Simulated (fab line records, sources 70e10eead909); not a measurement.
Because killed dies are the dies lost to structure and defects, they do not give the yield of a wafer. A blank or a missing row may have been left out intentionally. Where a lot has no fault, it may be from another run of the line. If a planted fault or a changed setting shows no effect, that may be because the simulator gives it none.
fab line records    flow nand-harc
[record] lots = 7  wafers = 21  last-day = 32
route steps=1302 shown A_BLC@1132 A_M0@1137 END@1302
lots untouched by any fault: they come from a run of this same line in which no faults occurred
start-h: hours from the record's first day to the start of the lot's first wafer shown    wait-h: time in hours since the lot's previous step    " same as the row above    L1.1+2: a single row standing in for several wafers    - no value present, or no start provided    * or withheld: withheld    < > ~ a bound
route shown NAME@n: NAME is a module with steps in the file, n the number in the route of the first one    usual: mean/standard deviation of fault-free wafers    same: alike in all rows    chamber/n: place in a boat    sites: per-site readings    _std_site: their standard deviation    _edge_site: mean of outer sites minus mean of inner sites    radius-mm: how far each site lies from the wafer's centre    mask NAME#n: copy n    behind: the most recent tool/chamber to have shaped the wafer    hold: why the lot went on hold/how many hours it stayed there/how the hold came to an end    device: the transistor (n, p or np) that didn't switch    end of line: the route-end tests of the same wafers    for a step that has no rows: nothing shown but its recipe    killed: dies that structure and defects cost at the first sort, which is not the same as the wafer's yield    map: shows each die of a wafer: x if killed, . if not, _ if none is there
set.NAME: setting as actually run; set.NAME@STEP: the setting as run at that earlier step    model.NAME: the simulator's own value behind a step, which no gauge read
lots at selected steps of the route; one table per step, one row per wafer
services: when a tool's chamber went out of use (start-h, in hours from the record's first day, below 0 if earlier), for how many hours, and the reason
[[steps]]
[step NHARC_A_BLC_CVD_24]
[recipe] target-thk-a = 1500  temp-c = 300  pressure-torr = 40  wf6-flow-sccm = 40  h2-flow-sccm = 1600  ar-flow-sccm = 1560  time-s = 434  material = W
[usual] heater-power-w = 457/17  throttle-valve-pct = 7.9/0.39
lot.wafer  tool      chamber  start-h  wait-h  heater-power-w  throttle-valve-pct
L278.1     cvd-w-01  1        -        -       469             8.0
L278.4     "         1        "        "       482             8.1
L278.6     "         0        "        "       437             7.6
L277.1     cvd-w-01  0        -        -       430             7.5
L277.3     "         0        "        "       441             7.3
L277.5     "         0        "        "       450             7.6
L279.2     cvd-w-01  0        -        -       425             7.2
L279.5     "         0        "        "       441             7.5
L279.6     "         1        "        "       478             8.3
L286.2     cvd-w-02  0        -        -       469             8.7
L286.4     "         0        "        "       458             8.6
L286.5     "         1        "        "       458             7.9
L293.1     cvd-w-01  1        -        -       474             8.4
L293.3     "         1        "        "       488             8.0
L293.4     "         0        "        "       453             7.6
L295.1     cvd-w-02  0        -        -       437             8.3
L295.2     "         1        "        "       460             7.6
L295.6     "         1        "        "       459             7.7
L298.1     cvd-w-02  0        -        -       439             8.3
L298.4     "         0        "        "       446             8.3
L298.3     "         1        "        "       471             7.7
[step NHARC_A_BLC_CMP_25]
[recipe] t-overpolish-s = 30  target-thk-nm = 150
[usual] motor-current-A = 12.5/1  overpolish-run-s = 30.000/0.0094  time-to-endpoint-s = 30.3/2.7
lot.wafer  tool    chamber  start-h  wait-h  motor-current-A  overpolish-run-s  time-to-endpoint-s
L278.4     cmp-02  3        522.98   0.4     13.1             30.011            31.7
L278.1     "       0        "        "       12.3             29.998            36.7
L278.6     "       2        "        "       11.1             29.999            31.5
L277.1     cmp-04  2        534.74   0.4     11.9             30.027            28.3
L277.3     "       3        "        "       12.0             29.999            25.8
L277.5     "       2        "        "       12.6             29.997            26.8
L279.2     cmp-04  2        546.00   0.5     12.8             29.997            29.5
L279.5     "       1        "        "       13.0             29.999            34.3
L279.6     "       2        "        "       12.4             30.003            25.6
L286.4     cmp-02  0        630.41   0.3     12.5             29.993            33.6
L286.2     "       2        "        "       10.3             29.992            33.3
L286.5     "       3        "        "       14.3             30.001            32.3
L293.3     cmp-03  2        690.88   0.3     12.6             30.018            28.7
L293.4     "       3        "        "       11.5             29.996            29.8
L293.1     "       1        "        "       13.1             30.019            31.5
L295.1     cmp-02  3        704.24   0.5     14.2             30.010            32.1
L295.2     "       0        "        "       13.1             30.005            33.7
L295.6     "       3        "        "       14.3             30.008            34.9
L298.3     cmp-03  2        735.84   0.3     12.3             30.013            26.5
L298.4     "       3        "        "       11.0             29.999            30.0
L298.1     "       0        "        "       13.2             30.007            33.2
[step NHARC_A_BLC_SRD_27]
[step NHARC_A_BLC_INSPECT_28]
[usual] raw-defect-count = 519/130
lot.wafer  tool               chamber  start-h  wait-h  raw-defect-count
L278.1     defect-inspect-02  -        523.33   0.1     466
L278.4     "                  -        "        "       563
L278.6     "                  -        "        "       473
L277.1     defect-inspect-02  -        535.13   0.1     382
L277.3     "                  -        "        "       452
L277.5     "                  -        "        "       418
L279.2     defect-inspect-01  -        546.38   0.1     726
L279.5     "                  -        "        "       618
L279.6     "                  -        "        "       478
L286.2     defect-inspect-01  -        630.79   0.1     467
L286.4     "                  -        "        "       438
L286.5     "                  -        "        "       504
L293.1     defect-inspect-01  -        691.28   0.1     380
L293.3     "                  -        "        "       453
L293.4     "                  -        "        "       518
L295.1     defect-inspect-01  -        704.64   0.1     410
L295.2     "                  -        "        "       417
L295.6     "                  -        "        "       671
L298.1     defect-inspect-02  -        736.22   0.1     879
L298.3     "                  -        "        "       684
L298.4     "                  -        "        "       580
[step NHARC_A_M0_DEP_00]
[recipe] target-thk-a = 1500  target-thk-nm = 150  temp-c = withheld  pressure-torr = 5  flow-sccm = 200  rf-w = 600  material = SiOC
[step NHARC_A_M0_DEHYDRATE_01]
[recipe] temp-c = 150  time-s = 120
[step NHARC_A_M0_HMDS_02]
[recipe] time-s = 30
[step NHARC_A_M0_COAT_33]
[recipe] temp-c = 200  time-s = 65
[step NHARC_A_M0_COAT_03]
[recipe] spin-rpm = 1500  resist-thk-nm = 90
[step NHARC_A_M0_SOFTBAKE_04]
[recipe] temp-c = 105  time-s = 55
[step NHARC_A_M0_EBR_05]
[step NHARC_A_M0_EXPOSE_06]
[recipe] na = 1.35  target-cd-nm = 80  dose-mj = 83.25  mask-id = A_M0
[usual] exposure-dose-mJ-cm2 = 83.17/0.088
lot.wafer  tool             chamber  start-h  wait-h  mask    exposure-dose-mJ-cm2
L278.1     arfi-scanner-03  0        524.09   -       A_M0#0  83.31
L278.4     "                0        "        "       A_M0#0  83.23
L278.6     "                0        "        "       A_M0#0  83.24
L277.1     arfi-scanner-03  0        535.89   -       A_M0#0  83.22
L277.3     "                0        "        "       A_M0#0  83.29
L277.5     "                0        "        "       A_M0#0  83.26
L279.2     arfi-scanner-02  0        547.14   -       A_M0#0  83.21
L279.5     "                0        "        "       A_M0#0  83.14
L279.6     "                0        "        "       A_M0#0  83.13
L286.2     arfi-scanner-03  0        631.42   -       A_M0#0  112.63
L286.4     "                0        "        "       A_M0#0  112.87
L286.5     "                0        "        "       A_M0#0  112.74
L293.1     arfi-scanner-03  0        692.18   -       A_M0#0  106.94
L293.3     "                0        "        "       A_M0#0  107.00
L293.4     "                0        "        "       A_M0#0  106.94
L295.1     arfi-scanner-03  0        705.28   -       A_M0#0  104.52
L295.2     "                0        "        "       A_M0#0  104.51
L295.6     "                0        "        "       A_M0#0  104.59
L298.1     arfi-scanner-02  0        736.98   -       A_M0#0  83.01
L298.3     "                0        "        "       A_M0#0  83.10
L298.4     "                0        "        "       A_M0#0  83.04
[step NHARC_A_M0_PEB_07]
[recipe] peb-temp-c = 100  peb-time-s = 65
[step NHARC_A_M0_DEVELOP_08]
[recipe] develop-time-s = 35  dev-temp-c = 23
[step NHARC_A_M0_CD_MEAS_09]
[recipe] target-cd-nm = 80  landing-energy-ev = 500
[usual] cd-nm = 80.0/0.76
lot.wafer  tool       chamber  start-h  wait-h  cd-nm
L278.1     cd-sem-01  0        524.23   -       79.1
L278.4     "          0        "        "       79.5
L278.6     "          0        "        "       80.4
L277.1     cd-sem-01  0        536.03   -       80.4
L277.3     "          0        "        "       79.8
L277.5     "          0        "        "       81.3
L279.2     cd-sem-03  0        547.28   -       79.8
L279.5     "          0        "        "       78.9
L279.6     "          0        "        "       80.1
L286.2     cd-sem-01  0        631.56   -       100.2
L286.4     "          0        "        "       100.1
L286.5     "          0        "        "       99.6
L293.1     cd-sem-03  0        692.32   -       95.4
L293.3     "          0        "        "       96.3
L293.4     "          0        "        "       95.8
L295.1     cd-sem-02  0        705.42   -       94.8
L295.2     "          0        "        "       95.7
L295.6     "          0        "        "       95.1
L298.1     cd-sem-01  0        737.12   -       80.4
L298.3     "          0        "        "       80.4
L298.4     "          0        "        "       80.5
[step NHARC_A_M0_OVL_MEAS_10]
[recipe] pitch-nm = 160
[usual] overlay-x-nm = 0.0/0.73  overlay-y-nm = 0.2/0.79
lot.wafer  tool        chamber  start-h  wait-h  overlay-x-nm  overlay-y-nm
L278.1     overlay-01  -        524.32   -       0.0           0.2
L278.4     "           -        "        "       -0.2          0.1
L278.6     "           -        "        "       0.1           0.6
L277.1     overlay-02  -        536.12   -       0.0           -0.5
L277.3     "           -        "        "       0.1           -0.2
L277.5     "           -        "        "       -0.6          -0.8
L279.2     overlay-02  -        547.36   -       -0.4          0.7
L279.5     "           -        "        "       -0.8          0.4
L279.6     "           -        "        "       -0.2          0.5
L286.2     overlay-01  -        631.65   -       0.1           -0.1
L286.4     "           -        "        "       -0.7          -0.3
L286.5     "           -        "        "       0.2           0.4
L293.1     overlay-02  -        692.41   -       0.4           -0.2
L293.3     "           -        "        "       0.8           -0.3
L293.4     "           -        "        "       0.5           -0.5
L295.1     overlay-01  -        705.50   -       -0.5          1.1
L295.2     "           -        "        "       -0.5          1.8
L295.6     "           -        "        "       -0.3          1.1
L298.1     overlay-01  -        737.21   -       0.0           0.8
L298.3     "           -        "        "       0.2           0.8
L298.4     "           -        "        "       -0.6          0.7
[step NHARC_A_M0_INSPECT_11]
[usual] raw-defect-count = 82/26
lot.wafer  tool               chamber  start-h  wait-h  raw-defect-count
L278.1     defect-inspect-02  -        524.35   0.0     75
L278.4     "                  -        "        "       70
L278.6     "                  -        "        "       74
L277.1     defect-inspect-02  -        536.15   0.0     106
L277.3     "                  -        "        "       107
L277.5     "                  -        "        "       113
L279.2     defect-inspect-02  -        547.40   0.0     157
L279.5     "                  -        "        "       156
L279.6     "                  -        "        "       138
L286.2     defect-inspect-01  -        631.69   0.0     82
L286.4     "                  -        "        "       71
L286.5     "                  -        "        "       87
L293.1     defect-inspect-02  -        692.45   0.0     73
L293.3     "                  -        "        "       70
L293.4     "                  -        "        "       88
L295.1     defect-inspect-02  -        705.54   0.0     49
L295.2     "                  -        "        "       43
L295.6     "                  -        "        "       36
L298.1     defect-inspect-01  -        737.25   0.0     78
L298.3     "                  -        "        "       81
L298.4     "                  -        "        "       107
[step NHARC_A_M0_DESCUM_14]
[recipe] time-s = 3  o2-flow-sccm = 200  ar-flow-sccm = 0  bias-power-w = 0  chemistry = O2
[usual] drypump-motor-current-A = 5.8/0.56  oes-product-au = 1.001/0.01  rf-vpp-V = 57.7/0.93  showerhead-plenum-p-Torr = 1.91/0.078  throttle-valve-pct = 11.312/0.0093
lot.wafer  tool         chamber  start-h  wait-h  drypump-motor-current-A  oes-product-au  rf-hours-counter-h  rf-vpp-V  showerhead-plenum-p-Torr  throttle-valve-pct  model.A_M0.cd-nm
L278.1     rie-diel-12  1        524.42   0.1     4.7                      0.994           4.5                 58.0      1.78                      11.316              79.06
L278.4     "            3        "        "       5.9                      0.997           4.5                 58.3      1.79                      11.305              80.37
L278.6     "            1        "        "       4.7                      1.008           -                   57.2      1.78                      11.334              79.87
L277.3     rie-diel-12  0        536.22   0.1     6.6                      1.002           5.2                 57.6      1.97                      11.290              79.65
L277.1     "            1        "        "       4.7                      1.000           5.3                 56.7      1.78                      11.314              80.09
L277.5     "            0        "        "       6.6                      1.007           -                   58.2      1.97                      11.288              80.81
L279.2     rie-diel-01  2        547.46   0.1     6.0                      1.011           7.9                 58.0      2.00                      11.318              79.8
L279.5     "            2        "        "       5.9                      1.002           -                   58.9      2.00                      11.319              78.99
L279.6     "            3        "        "       6.6                      0.984           -                   58.1      1.84                      11.320              80.13
L286.4     rie-diel-04  3        631.75   0.1     6.6                      1.012           6.2                 57.7      1.88                      11.304              100.8
L286.2     "            2        "        "       5.8                      1.003           6.2                 57.9      1.97                      11.319              99.99
L286.5     "            0        "        "       5.6                      1.007           -                   56.2      1.92                      11.322              100.7
L293.4     rie-diel-01  3        692.51   0.1     6.5                      0.982           4.8                 57.0      1.84                      11.300              95.15
L293.3     "            1        "        "       5.2                      1.000           5.5                 59.4      2.01                      11.315              96.85
L293.1     "            2        "        "       5.9                      1.000           5.0                 59.9      2.00                      11.313              95.24
L295.1     rie-diel-01  0        705.61   0.1     5.3                      1.021           5.6                 56.9      1.90                      11.316              95.02
L295.2     "            1        "        "       5.2                      0.997           5.7                 58.1      2.01                      11.300              95.19
L295.6     "            0        "        "       5.3                      1.013           -                   56.5      1.90                      11.311              94.31
L298.4     rie-diel-12  2        737.31   0.1     6.7                      0.977           5.9                 56.9      1.86                      11.303              80.99
L298.1     "            3        "        "       5.9                      0.976           4.7                 56.5      1.78                      11.314              79.88
L298.3     "            1        "        "       4.7                      0.984           6.4                 58.6      1.78                      11.320              80.36
[step NHARC_A_M0_ETCH_34]
[recipe] target-depth-a = 400  overetch-a = 120  time-s = 43.94  ion-energy-ev = 200  n2-flow-sccm = 150  h2-flow-sccm = 150  ar-flow-sccm = 0  rf-w = 400  bias-w = 150  chemistry = N2/H2
[usual] drypump-motor-current-A = 5.9/0.55  oes-product-au = 1.001/0.0093  rf-vpp-V = 430.5/2.4  showerhead-plenum-p-Torr = 2.04/0.084  throttle-valve-pct = 14.172/0.0099
lot.wafer  tool         chamber  start-h  wait-h  drypump-motor-current-A  oes-product-au  rf-hours-counter-h  rf-vpp-V  showerhead-plenum-p-Torr  throttle-valve-pct
L278.1     rie-diel-12  3        524.51   0.1     5.9                      1.017           4.5                 427.3     1.90                      14.170
L278.4     "            0        "        "       6.6                      1.003           4.1                 431.8     2.11                      14.165
L278.6     "            3        "        "       5.9                      1.017           -                   425.8     1.90                      14.161
L277.1     rie-diel-12  3        536.31   0.1     5.9                      1.005           5.7                 427.1     1.90                      14.174
L277.3     "            1        "        "       4.7                      0.990           5.3                 426.9     1.89                      14.170
L277.5     "            2        "        "       6.7                      0.983           -                   428.0     1.98                      14.169
L279.2     rie-diel-01  1        547.55   0.1     5.2                      0.994           7.9                 433.2     2.15                      14.192
L279.6     "            1        "        "       5.2                      1.003           -                   432.8     2.15                      14.161
L279.5     "            2        "        "       5.9                      1.003           -                   433.3     2.13                      14.162
L286.2     rie-diel-04  1        631.84   0.1     5.7                      0.987           5.7                 427.6     1.90                      14.190
L286.4     "            2        "        "       5.8                      0.991           6.2                 432.1     2.10                      14.165
L286.5     "            0        "        "       5.7                      1.006           -                   430.5     2.05                      14.178
L293.3     rie-diel-01  0        692.59   0.1     5.2                      1.016           5.4                 429.3     2.02                      14.174
L293.4     "            1        "        "       5.2                      0.993           5.5                 432.1     2.15                      14.169
L293.1     "            2        "        "       6.0                      1.006           5.0                 432.8     2.13                      14.174
L295.2     rie-diel-01  1        705.69   0.1     5.2                      1.002           5.7                 434.7     2.15                      14.179
L295.1     "            2        "        "       6.0                      1.008           5.3                 433.2     2.13                      14.174
L295.6     "            1        "        "       5.2                      1.003           -                   433.2     2.15                      14.185
L298.3     rie-diel-12  3        737.40   0.1     5.9                      0.993           4.7                 426.3     1.90                      14.178
L298.1     "            0        "        "       6.6                      0.998           4.2                 431.7     2.10                      14.167
L298.4     "            1        "        "       4.7                      0.991           6.4                 426.6     1.89                      14.169
[step NHARC_A_M0_ETCH_15]
[recipe] target-depth-a = 1500  overetch-a = 150  time-s = 82.5  c4f8-flow-sccm = withheld  ar-flow-sccm = 400  rf-w = 600  bias-w = 300  chemistry = C4F8/Ar
[usual] oes-product-au = 0.948/0.025  rf-vpp-V = 440.8/2.5
lot.wafer  tool         chamber  start-h  wait-h  oes-product-au  rf-hours-counter-h  rf-vpp-V  model.A_M0.cd-nm
L278.1     rie-diel-12  2        -        -       0.940           5.0                 440.1     78.94
L278.4     "            3        "        "       0.981           4.5                 436.0     80.29
L278.6     "            2        "        "       0.949           -                   439.6     79.54
L277.3     rie-diel-12  3        -        -       0.920           5.7                 436.2     79.71
L277.1     "            2        "        "       0.914           5.8                 438.4     80.08
L277.5     "            3        "        "       0.917           -                   436.1     81.11
L279.2     rie-diel-01  0        -        -       0.924           7.3                 441.4     79.76
L279.6     "            3        "        "       0.909           -                   439.1     80.23
L279.5     "            0        "        "       0.920           -                   442.3     78.64
L286.2     rie-diel-04  2        -        -       0.928           6.2                 443.7     99.73
L286.4     "            3        "        "       0.944           6.3                 439.6     100.7
L286.5     "            2        "        "       0.932           -                   444.0     99.87
L293.1     rie-diel-01  3        -        -       0.913           4.8                 438.9     95.39
L293.3     "            1        "        "       0.923           5.5                 444.8     96.25
L293.4     "            2        "        "       0.927           5.0                 443.5     95.3
L295.2     rie-diel-01  3        -        -       0.921           5.1                 438.3     95.2
L295.1     "            1        "        "       0.937           5.7                 443.3     94.8
L295.6     "            3        "        "       0.922           -                   438.7     94.42
L298.4     rie-diel-12  0        -        -       0.911           4.2                 443.2     80.7
L298.3     "            1        "        "       0.917           6.4                 436.3     80.24
L298.1     "            2        "        "       0.901           6.0                 439.8     79.73
[step NHARC_A_M0_CD_MEAS_16]
[usual] cd-nm = 79.9/0.86
lot.wafer  tool       chamber  start-h  wait-h  cd-nm
L278.1     cd-sem-01  -        524.71   -       79.1
L278.4     "          -        "        "       80.4
L278.6     "          -        "        "       79.8
L277.1     cd-sem-03  -        536.51   -       80.4
L277.3     "          -        "        "       79.6
L277.5     "          -        "        "       81.3
L279.2     cd-sem-01  -        547.76   -       79.8
L279.5     "          -        "        "       78.7
L279.6     "          -        "        "       80.5
L286.2     cd-sem-02  -        632.05   -       99.6
L286.4     "          -        "        "       100.8
L286.5     "          -        "        "       99.8
L293.1     cd-sem-02  -        692.82   -       95.3
L293.3     "          -        "        "       96.6
L293.4     "          -        "        "       94.9
L295.1     cd-sem-03  -        705.90   -       94.6
L295.2     "          -        "        "       95.2
L295.6     "          -        "        "       94.5
L298.1     cd-sem-03  -        737.61   -       79.8
L298.3     "          -        "        "       80.0
L298.4     "          -        "        "       80.7
[step NHARC_END_SORT_01]
[recipe] temp-c = 25
[usual] defect-limited-yield = 91.2/1.8  killed-at-array = 55/12  killed-at-other = 1.0/1.2  killed-at-periphery = 3.9/2.6  killed-dies = 60/12  killed-open = 3.3/1.9  killed-short = 2.5/1.8
[same] gross-dies = 677
lot.wafer  tool       chamber  start-h  wait-h  defect-limited-yield[%]  killed-at-array  killed-at-other  killed-at-periphery  killed-dies  killed-open  killed-short
L277.1     prober-01  0        575.42   2.5     90.3                     61               3                2                    66           4            1
L277.3     prober-01  0        577.04   3.1     89.8                     69               0                0                    69           3            3
L277.5     prober-01  0        578.65   3.7     89.4                     69               2                1                    72           3            1
L279.2     prober-02  0        587.31   2.8     87.7                     77               2                4                    83           3            3
L279.5     prober-02  0        589.70   3.7     87.0                     81               2                5                    88           4            0
L279.6     prober-02  0        590.50   4.0     87.4                     80               3                2                    85           2            1
L286.2     prober-02  0        671.16   2.8     89.4                     65               0                7                    72           7            3
L286.4     prober-02  0        672.77   3.4     91.6                     54               2                1                    57           4            0
L286.5     prober-02  0        673.57   3.7     90.5                     62               0                2                    64           3            2
L295.1     prober-02  0        745.08   2.5     92.5                     46               2                3                    51           6            7
L295.2     prober-02  0        745.90   2.8     94.7                     35               0                1                    36           0            2
L295.6     prober-02  0        749.16   4.1     94.2                     39               0                0                    39           3            1
// killed by level:class
L277.1 A_CHANNEL_HOLE_D2:chamber-film-flake=23 A_SLIT:chamber-film-flake=23 A_CONTACT:chamber-film-flake=7 A_STAIRCASE:chamber-film-flake=3 A_M0:geometric-particle:open=2 A_CHANNEL_HOLE_D1:chamber-film-flake=2 THIN_TSV:chamber-film-flake=2 P_CONTACT:geometric-particle:short=1
L277.3 A_CHANNEL_HOLE_D2:chamber-film-flake=28 A_SLIT:chamber-film-flake=23 A_CONTACT:chamber-film-flake=6 A_STAIRCASE:chamber-film-flake=3 A_BLC:geometric-particle:open=2 A_CHANNEL_FILL_D1:geometric-particle:short=1 A_SLIT:geometric-particle:open=1 A_WL_FILL:geometric-particle:short=1
L277.5 A_CHANNEL_HOLE_D2:chamber-film-flake=31 A_SLIT:chamber-film-flake=23 A_STAIRCASE:chamber-film-flake=7 A_CONTACT:chamber-film-flake=3 THIN_TSV:chamber-film-flake=2 P_M0:geometric-particle:open=1 A_CHANNEL_HOLE_D1:geometric-particle:open=1 A_DECK1_JOINT:geometric-particle:short=1
L279.2 A_SLIT:chamber-film-flake=24 A_CHANNEL_HOLE_D1:chamber-film-flake=22 A_CHANNEL_HOLE_D2:chamber-film-flake=20 A_STAIRCASE:chamber-film-flake=4 P_GATE:chamber-film-flake=2 A_CONTACT:chamber-film-flake=2 THIN_TSV:chamber-film-flake=2 P_M0:geometric-particle:open=1
L279.5 A_SLIT:chamber-film-flake=29 A_CHANNEL_HOLE_D1:chamber-film-flake=26 A_CHANNEL_HOLE_D2:chamber-film-flake=20 P_STI:chamber-film-flake=3 A_CONTACT:chamber-film-flake=2 A_CHANNEL_FILL_D1:geometric-particle:open=1 A_CHANNEL_FILL_D2:geometric-particle:open=1 A_M0:geometric-particle:open=1
L279.6 A_CHANNEL_HOLE_D2:chamber-film-flake=29 A_SLIT:chamber-film-flake=23 A_CHANNEL_HOLE_D1:chamber-film-flake=20 THIN_TSV:chamber-film-flake=3 A_STAIRCASE:chamber-film-flake=2 A_WL_FILL:chamber-film-flake=2 A_CONTACT:chamber-film-flake=2 P_CONTACT:geometric-particle:short=1
L286.2 A_CHANNEL_HOLE_D1:chamber-film-flake=24 A_CHANNEL_HOLE_D2:chamber-film-flake=14 A_CONTACT:chamber-film-flake=10 A_ZERO_WELL:chamber-film-flake=4 A_SLIT:chamber-film-flake=4 P_GATE:geometric-particle:open=2 A_CHANNEL_FILL_D2:geometric-particle:short=2 P_GATE:chamber-film-flake=2
L286.4 A_CHANNEL_HOLE_D1:chamber-film-flake=32 A_CHANNEL_HOLE_D2:chamber-film-flake=12 A_CHANNEL_FILL_D1:geometric-particle:open=2 THIN_TSV:chamber-film-flake=2 A_CONTACT:chamber-film-flake=2 A_CHANNEL_FILL_D2:geometric-particle:open=1 A_SGD_CUT:geometric-particle:open=1 P_GATE:chamber-film-flake=1
L286.5 A_CHANNEL_HOLE_D1:chamber-film-flake=26 A_CHANNEL_HOLE_D2:chamber-film-flake=21 A_ZERO_WELL:chamber-film-flake=3 A_CONTACT:chamber-film-flake=3 A_WL_FILL:chamber-film-flake=2 P_CONTACT:geometric-particle:open=1 A_CHANNEL_FILL_D1:geometric-particle:open=1 A_CHANNEL_FILL_D2:geometric-particle:short=1
L295.1 A_CONTACT:chamber-film-flake=12 A_CHANNEL_HOLE_D1:chamber-film-flake=11 A_SLIT:chamber-film-flake=7 A_WL_FILL:geometric-particle:short=4 A_STAIRCASE:chamber-film-flake=4 P_M0:geometric-particle:open=2 A_DECK1_JOINT:geometric-particle:open=1 A_ONON_D2:geometric-particle:open=1
L295.2 A_CHANNEL_HOLE_D1:chamber-film-flake=14 A_CONTACT:chamber-film-flake=10 A_STAIRCASE:chamber-film-flake=4 A_SLIT:chamber-film-flake=3 A_DECK1_JOINT:geometric-particle:short=1 A_ONON_D2:geometric-particle:short=1 P_ZERO_WELL:chamber-film-flake=1 A_ZERO_WELL:chamber-film-flake=1
L295.6 A_CHANNEL_HOLE_D1:chamber-film-flake=12 A_CONTACT:chamber-film-flake=9 A_WL_FILL:chamber-film-flake=5 A_SLIT:chamber-film-flake=3 A_CHANNEL_HOLE_D2:chamber-film-flake=2 A_SGD_CUT:geometric-particle:open=1 A_WL_FILL:geometric-particle:short=1 A_WL_FILL:geometric-particle:open=1
[[services]]
tool             chamber  start-h  hours  kind
cvd-w-01         0        498.74   9.9    repair
arfi-scanner-03  -        521.59   0.5    repair
rie-diel-12      0        526.36   1.6    repair
cmp-02           -        528.21   4.0    pm
rie-diel-04      -        531.90   9.0    pm
cvd-w-02         1        533.44   13.9   repair
arfi-scanner-03  -        540.00   4.0    pm
cvd-w-01         -        547.60   13.0   pm
rie-diel-01      -        550.78   0.5    repair
cmp-02           -        550.90   4.3    repair
rie-diel-01      -        557.80   9.0    pm
rie-diel-12      3        574.28   2.8    repair
rie-diel-01      -        585.80   13.2   repair
rie-diel-12      -        622.40   9.0    pm
cmp-02           -        626.21   4.0    pm
cvd-w-02         -        631.11   13.0   pm
rie-diel-01      1        641.93   3.9    repair
rie-diel-12      0        648.55   7.1    repair
arfi-scanner-03  -        663.17   4.7    repair
rie-diel-01      -        691.77   0.1    repair
arfi-scanner-03  -        712.00   4.0    pm
rie-diel-12      3        728.75   5.5    repair
cvd-w-01         -        729.08   13.0   pm
rie-diel-01      -        734.80   9.0    pm
[[key]]
[first-sign] step = NHARC_A_M0_EXPOSE_06  reading = exposure-dose-mJ-cm2  direction = up  sigmas = 99+  usual = 83.17  struck = 108.08
[effect] step = NHARC_A_M0_CD_MEAS_09  reading = cd-nm  direction = up  sigmas = 22  usual = 80.0  struck = 97.0  through = control-loop
[effect] step = NHARC_A_M0_CD_MEAS_16  reading = cd-nm  direction = up  sigmas = 20  usual = 79.9  struck = 96.8  through = control-loop
[model-effect] step = NHARC_A_M0_DESCUM_14  value = A_M0.cd-nm  without = 79.96  struck = 97.03
[model-effect] step = NHARC_A_M0_ETCH_15  value = A_M0.cd-nm  without = 79.77  struck = 96.85
met-at NHARC_A_M0_EXPOSE_06
struck-wafers L286.2,L286.4,L286.5,L293.1,L293.3,L293.4,L295.1,L295.2,L295.6
[loop-trim] step = NHARC_A_M0_EXPOSE_06  setting = dose  lots = L293,L295
onset-between 535.89 631.42
[fault] kind = process-parameter-drift  tool = arfi-scanner-03  chamber = -  onset-h = 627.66  steps = NHARC_A_M0_EXPOSE_06  channel = dose-mj  offset = 29.661  shape = step  acts-in = these-recipes-only  stated = 83.25
// loop-trim: a control loop set the setting to another value than it would have without faults
